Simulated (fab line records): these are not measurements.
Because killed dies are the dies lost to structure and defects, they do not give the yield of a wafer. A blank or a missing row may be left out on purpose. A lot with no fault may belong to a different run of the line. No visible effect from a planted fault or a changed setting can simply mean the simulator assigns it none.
Which tool was responsible? / flow nand harc / 13 lots with 39 wafers sampled at 6 steps, on a route of 1302 steps

## WHAT EACH GAUGE READ, for each wafer
NHARC_A_DECK1_JOINT_THK_MEAS_14: measures by ellipsometry. Usual: thk nm 51.6 nm, standard deviation 1.6.
lot=L399; measured=day 11 09:18; on=film metro-01; thk nm (nm)=51.7 52.9 49.4; flag=
lot=L398; measured=day 11 09:18; on=film metro-02; thk nm (nm)=50.8 50.5 53.2; flag=
lot=L400; measured=day 12 01:56; on=film metro-02; thk nm (nm)=53.5 56.2 52.1; flag=
lot=L407; measured=day 14 16:04; on=film metro-02; thk nm (nm)=51.9 51.4 51.6; flag=
lot=L409; measured=day 15 13:38; on=film metro-02; thk nm (nm)=54.5 52.8 55.3; flag=
lot=L410; measured=day 16 02:43; on=film metro-02; thk nm (nm)=47.7 48.9 50.7; flag=
lot=L414; measured=day 18 00:55; on=film metro-01; thk nm (nm)=52.7 50.7 52.6; flag=
lot=L415; measured=day 18 10:26; on=film metro-01; thk nm (nm)=50.3 53.3 51.8; flag=
lot=L417; measured=day 19 05:34; on=film metro-01; thk nm (nm)=51.6 52.4 49.4; flag=
lot=L418; measured=day 19 18:35; on=film metro-02; thk nm (nm)=51.6 51.6 52.0; flag=
lot=L419; measured=day 20 01:44; on=film metro-01; thk nm (nm)=51.2 50.9 52.6; flag=
lot=L421; measured=day 21 03:34; on=film metro-01; thk nm (nm)=51.4 52.0 51.5; flag=
lot=L420; measured=day 21 03:38; on=film metro-02; thk nm (nm)=50.4 50.0 47.8; flag=

NHARC_A_ONON_D2_THK_MEAS_14: measures by ellipsometry. Usual: thk nm 1000 nm, standard deviation 11.
lot=L399; measured=day 12 10:35; on=film metro-01; thk nm (nm)=994 995 996; flag=
lot=L398; measured=day 12 10:49; on=film metro-01; thk nm (nm)=1000 999 1000; flag=
lot=L400; measured=day 13 04:16; on=film metro-01; thk nm (nm)=1003 1005 1005; flag=
lot=L407; measured=day 15 17:37; on=film metro-02; thk nm (nm)=643 640 643; flag=OFF
lot=L409; measured=day 16 15:45; on=film metro-01; thk nm (nm)=668 667 666; flag=OFF
lot=L410; measured=day 17 06:02; on=film metro-02; thk nm (nm)=993 994 995; flag=
lot=L414; measured=day 19 05:07; on=film metro-01; thk nm (nm)=1000 998 1002; flag=
lot=L415; measured=day 19 13:14; on=film metro-02; thk nm (nm)=1006 1005 1006; flag=
lot=L417; measured=day 20 10:40; on=film metro-02; thk nm (nm)=997 995 996; flag=
lot=L418; measured=day 20 23:51; on=film metro-01; thk nm (nm)=997 993 996; flag=
lot=L419; measured=day 21 09:50; on=film metro-02; thk nm (nm)=1012 1010 1010; flag=
lot=L421; measured=day 22 09:49; on=film metro-02; thk nm (nm)=1003 1002 1001; flag=
lot=L420; measured=day 22 09:47; on=film metro-02; thk nm (nm)=983 986 985; flag=

NHARC_END_SORT_01. Usual: killed at array 57, standard deviation 19; killed at other 0.9, standard deviation 1.1; killed at periphery 4.0, standard deviation 2.6; killed dies 62, standard deviation 19; killed open 3.3, standard deviation 1.8; killed short 2.4, standard deviation 1.7.
lot=L407; measured=day 27 12:02; on=prober-02; killed at array=669 672 672; killed at other=3 2 2; killed at periphery=5 3 3; killed dies=677 677 677; killed open=0 4 4; killed short=5 3 6; flag=OFF
lot=L409; measured=day 28 13:14; on=prober-01; killed at array=672 677 672; killed at other=2 0 0; killed at periphery=3 0 5; killed dies=677 677 677; killed open=3 1 4; killed short=6 2 2; flag=OFF

## WHICH TOOL RAN EACH LOT (tool, then ch and the chambers of the sampled wafers, then the start)
lot=L399; NHARC_A_CHANNEL_FILL_D1_ALD_14=ald hk-03 ch 0,1, day 9 05:35; NHARC_A_CHANNEL_FILL_D1_CMP_10=cmp-01 ch 1,2,3, day 10 22:15; NHARC_A_ONON_D2_DEP_12=pecvd onon-04 ch 0, day 12 10:08
lot=L398; NHARC_A_CHANNEL_FILL_D1_ALD_14=ald hk-01 ch 0,1, day 9 05:35; NHARC_A_CHANNEL_FILL_D1_CMP_10=cmp-04 ch 0,1,3, day 10 22:19; NHARC_A_ONON_D2_DEP_12=pecvd onon-02 ch 0, day 12 10:17
lot=L400; NHARC_A_CHANNEL_FILL_D1_ALD_14=ald hk-03 ch 0,3, day 9 19:55; NHARC_A_CHANNEL_FILL_D1_CMP_10=cmp-02 ch 2,3, day 11 14:56; NHARC_A_ONON_D2_DEP_12=pecvd onon-03 ch 0, day 13 03:52
lot=L407; NHARC_A_CHANNEL_FILL_D1_ALD_14=ald hk-02 ch 0,1, day 12 12:22; NHARC_A_CHANNEL_FILL_D1_CMP_10=cmp-02 ch 0,3, day 14 05:14; NHARC_A_ONON_D2_DEP_12=pecvd onon-04 ch 0, day 15 17:10
lot=L409; NHARC_A_CHANNEL_FILL_D1_ALD_14=ald hk-03 ch 2,3, day 13 09:07; NHARC_A_CHANNEL_FILL_D1_CMP_10=cmp-01 ch 1,2,3, day 15 02:41; NHARC_A_ONON_D2_DEP_12=pecvd onon-04 ch 0, day 16 15:25
lot=L410; NHARC_A_CHANNEL_FILL_D1_ALD_14=ald hk-02 ch 0,3, day 13 22:35; NHARC_A_CHANNEL_FILL_D1_CMP_10=cmp-02 ch 0,1,3, day 15 15:32; NHARC_A_ONON_D2_DEP_12=pecvd onon-02 ch 0, day 17 05:37
lot=L414; NHARC_A_CHANNEL_FILL_D1_ALD_14=ald hk-03 ch 0,2, day 15 21:22; NHARC_A_CHANNEL_FILL_D1_CMP_10=cmp-02 ch 1,2, day 17 13:55; NHARC_A_ONON_D2_DEP_12=pecvd onon-02 ch 0, day 19 04:44
lot=L415; NHARC_A_CHANNEL_FILL_D1_ALD_14=ald hk-02 ch 0,1, day 16 06:17; NHARC_A_CHANNEL_FILL_D1_CMP_10=cmp-01 ch 0,2,3, day 17 23:26; NHARC_A_ONON_D2_DEP_12=pecvd onon-04 ch 0, day 19 12:44
lot=L417; NHARC_A_CHANNEL_FILL_D1_ALD_14=ald hk-03 ch 1,2,3, day 16 22:29; NHARC_A_CHANNEL_FILL_D1_CMP_10=cmp-02 ch 2,3, day 18 18:33; NHARC_A_ONON_D2_DEP_12=pecvd onon-04 ch 0, day 20 10:16
lot=L418; NHARC_A_CHANNEL_FILL_D1_ALD_14=ald hk-01 ch 0,1, day 17 14:59; NHARC_A_CHANNEL_FILL_D1_CMP_10=cmp-02 ch 0,2,3, day 19 07:37; NHARC_A_ONON_D2_DEP_12=pecvd onon-04 ch 0, day 20 23:20
lot=L419; NHARC_A_CHANNEL_FILL_D1_ALD_14=ald hk-03 ch 0,2, day 17 22:14; NHARC_A_CHANNEL_FILL_D1_CMP_10=cmp-04 ch 0,1, day 19 14:43; NHARC_A_ONON_D2_DEP_12=pecvd onon-04 ch 0, day 21 09:23
lot=L421; NHARC_A_CHANNEL_FILL_D1_ALD_14=ald hk-01 ch 0,1,3, day 18 22:26; NHARC_A_CHANNEL_FILL_D1_CMP_10=cmp-04 ch 0,2,3, day 20 15:47; NHARC_A_ONON_D2_DEP_12=pecvd onon-03 ch 0, day 22 09:25
lot=L420; NHARC_A_CHANNEL_FILL_D1_ALD_14=ald hk-01 ch 0,2,3, day 18 22:41; NHARC_A_CHANNEL_FILL_D1_CMP_10=cmp-02 ch 0,2,3, day 20 15:50; NHARC_A_ONON_D2_DEP_12=pecvd onon-04 ch 0, day 22 09:23
- NHARC_A_CHANNEL_FILL_D1_ALD_14: deposits SiO2, target thk 2.5 nm, pulse time 10 s, ald cycles 25.
- NHARC_A_CHANNEL_FILL_D1_CMP_10: polishes, target thk 150 nm.
- NHARC_A_ONON_D2_DEP_12: target thk 1000 nm.

## WHAT THE TOOLS THEMSELVES READ (means of the sampled wafers that have a number; where no wafer has one, the mark that the record gives instead)
NHARC_A_CHANNEL_FILL_D1_ALD_14. Usual: heater power w 478 W, standard deviation 47; precursor pulse height rel 1.002, standard deviation 0.019.
lot=L399; tool=ald hk-03; heater power w (W)=516; precursor pulse height rel=0.994; flag=
lot=L398; tool=ald hk-01; heater power w (W)=477; precursor pulse height rel=0.994; flag=
lot=L400; tool=ald hk-03; heater power w (W)=419; precursor pulse height rel=1.011; flag=
lot=L407; tool=ald hk-02; heater power w (W)=482; precursor pulse height rel=1.013; flag=
lot=L409; tool=ald hk-03; heater power w (W)=416; precursor pulse height rel=0.972; flag=
lot=L410; tool=ald hk-02; heater power w (W)=494; precursor pulse height rel=0.995; flag=
lot=L414; tool=ald hk-03; heater power w (W)=446; precursor pulse height rel=0.999; flag=
lot=L415; tool=ald hk-02; heater power w (W)=486; precursor pulse height rel=0.995; flag=
lot=L417; tool=ald hk-03; heater power w (W)=475; precursor pulse height rel=1.006; flag=
lot=L418; tool=ald hk-01; heater power w (W)=485; precursor pulse height rel=1.000; flag=
lot=L419; tool=ald hk-03; heater power w (W)=460; precursor pulse height rel=1.013; flag=
lot=L421; tool=ald hk-01; heater power w (W)=508; precursor pulse height rel=0.997; flag=
lot=L420; tool=ald hk-01; heater power w (W)=504; precursor pulse height rel=1.005; flag=

NHARC_A_CHANNEL_FILL_D1_CMP_10. Usual: edge zone pressure frac 1.000, standard deviation 0.0047; motor current A 11.8 A, standard deviation 1.5; time to endpoint s 16.4 s, standard deviation 2.1.
lot=L399; tool=cmp-01; edge zone pressure frac=0.997; motor current A (A)=12.2; time to endpoint s (s)=15.5; flag=
lot=L398; tool=cmp-04; edge zone pressure frac=1.000; motor current A (A)=11.6; time to endpoint s (s)=19.5; flag=
lot=L400; tool=cmp-02; edge zone pressure frac=1.006; motor current A (A)=13.7; time to endpoint s (s)=15.9; flag=
lot=L407; tool=cmp-02; edge zone pressure frac=0.999; motor current A (A)=12.7; time to endpoint s (s)=16.4; flag=
lot=L409; tool=cmp-01; edge zone pressure frac=1.001; motor current A (A)=12.0; time to endpoint s (s)=15.2; flag=
lot=L410; tool=cmp-02; edge zone pressure frac=1.002; motor current A (A)=11.8; time to endpoint s (s)=16.7; flag=
lot=L414; tool=cmp-02; edge zone pressure frac=0.998; motor current A (A)=11.3; time to endpoint s (s)=16.3; flag=
lot=L415; tool=cmp-01; edge zone pressure frac=1.004; motor current A (A)=11.6; time to endpoint s (s)=16.2; flag=
lot=L417; tool=cmp-02; edge zone pressure frac=0.999; motor current A (A)=13.8; time to endpoint s (s)=15.1; flag=
lot=L418; tool=cmp-02; edge zone pressure frac=0.997; motor current A (A)=12.8; time to endpoint s (s)=16.1; flag=
lot=L419; tool=cmp-04; edge zone pressure frac=1.000; motor current A (A)=10.8; time to endpoint s (s)=17.5; flag=
lot=L421; tool=cmp-04; edge zone pressure frac=1.005; motor current A (A)=11.1; time to endpoint s (s)=15.8; flag=
lot=L420; tool=cmp-02; edge zone pressure frac=0.994; motor current A (A)=13.1; time to endpoint s (s)=18.1; flag=

NHARC_A_ONON_D2_DEP_12. Usual: n2o flow sccm 2000 sccm, standard deviation 5.5.
lot=L399; tool=pecvd onon-04; n2o flow sccm (sccm)=2003; flag=
lot=L398; tool=pecvd onon-02; n2o flow sccm (sccm)=1996; flag=
lot=L400; tool=pecvd onon-03; n2o flow sccm (sccm)=1995; flag=
lot=L407; tool=pecvd onon-04; n2o flow sccm (sccm)=2001; flag=
lot=L409; tool=pecvd onon-04; n2o flow sccm (sccm)=2007; flag=
lot=L410; tool=pecvd onon-02; n2o flow sccm (sccm)=1994; flag=
lot=L414; tool=pecvd onon-02; n2o flow sccm (sccm)=2007; flag=
lot=L415; tool=pecvd onon-04; n2o flow sccm (sccm)=1998; flag=
lot=L417; tool=pecvd onon-04; n2o flow sccm (sccm)=2003; flag=
lot=L418; tool=pecvd onon-04; n2o flow sccm (sccm)=1999; flag=
lot=L419; tool=pecvd onon-04; n2o flow sccm (sccm)=2003; flag=
lot=L421; tool=pecvd onon-03; n2o flow sccm (sccm)=1997; flag=
lot=L420; tool=pecvd onon-04; n2o flow sccm (sccm)=2001; flag=

## THE ANSWER, worked out from the rows above alone
Rule: a lot counts as off when the mean over its wafers that have a number is more than 3 standard deviations away from the usual mean. A lot without any number at a reading at which 4 lots or more have one is off too. The other lots that the step has rows for count as sound. After the gauges, taken in route order, come the tools' own readings; for these a lot's mean is taken, as printed above. At the first step where some lot is off, the reading lying furthest off is the one used; lots without a number count as furthest.
Off: L407, L409, at NHARC_A_ONON_D2_THK_MEAS_14 (thk nm).
A tool fits if, at a process step before that reading, it ran every lot that is off, and no sound lot after the first of them. The gauges at NHARC_A_ONON_D2_THK_MEAS_14 aren't tried: what is off there is off at NHARC_END_SORT_01 too, on other tools, and a gauge's error can't cause that. None of those tried fits.

## WHAT THE SIMULATOR PUT IN
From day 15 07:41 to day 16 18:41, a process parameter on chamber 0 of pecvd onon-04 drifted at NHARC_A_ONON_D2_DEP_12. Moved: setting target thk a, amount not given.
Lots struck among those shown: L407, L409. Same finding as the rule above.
